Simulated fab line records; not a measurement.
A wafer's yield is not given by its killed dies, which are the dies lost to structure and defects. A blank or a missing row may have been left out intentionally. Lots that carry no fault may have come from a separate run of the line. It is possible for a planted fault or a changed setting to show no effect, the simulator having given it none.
Chamber matching    flow n5_finfet    4 sister chambers for N5_MIM_TOP_ALD_00 on ald_hk-03
The step deposits Al2O3, purge time 3 s, co reactant pulse time 3 s. 4 wafers are shown with their chamber, then 10 later ones without.

WAFERS WITH THEIR CHAMBER
wafer   chamber  precursor_pulse_height_rel
L080.1  3        0.999
L080.6  0        0.997
L086.1  2        0.997
L086.3  1        1.004

WAFERS MISSING THEIR CHAMBER
wafer   precursor_pulse_height_rel
L086.5  1.009
L088.2  1.033
L088.5  0.993
L088.6  1.013
L092.3  1.005
L092.5  1.036
L092.6  1.040
L095.1  0.987
L095.3  0.998
L095.4  1.011

CHAMBER TAKEN BY EACH
wafer   from the rows above                in truth
L086.5  can't be placed: 1 or 3 or 0 or 2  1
L088.2  can't be placed: 1 or 3 or 0 or 2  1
L088.5  can't be placed: 0 or 2 or 3 or 1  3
L088.6  can't be placed: 1 or 3 or 0 or 2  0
L092.3  can't be placed: 1 or 3 or 0 or 2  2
L092.5  can't be placed: 1 or 3 or 0 or 2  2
L092.6  can't be placed: 1 or 3 or 0 or 2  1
L095.1  can't be placed: 0 or 2 or 3 or 1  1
L095.3  can't be placed: 0 or 2 or 3 or 1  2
L095.4  can't be placed: 1 or 3 or 0 or 2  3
Placed correctly: 0 of 10. Can't be placed from these rows: 10 (the true chamber is among the candidates in 10). Number placed wrongly: 0.
How it was worked out, from the rows above alone: a wafer's distance from a chamber is the root of the sum, over the readings, of the square of ((its reading less the chamber's mean) divided by the reading's scatter). If the next closest chamber is less than 2 further off than the closest, the wafer can't be placed; otherwise it belongs to the closest. Each chamber's mean is taken over the wafers shown for it. The scatter (one wafer shown for each chamber): square how far every hidden wafer sits from the nearest shown wafer, average those squares and take the square root.
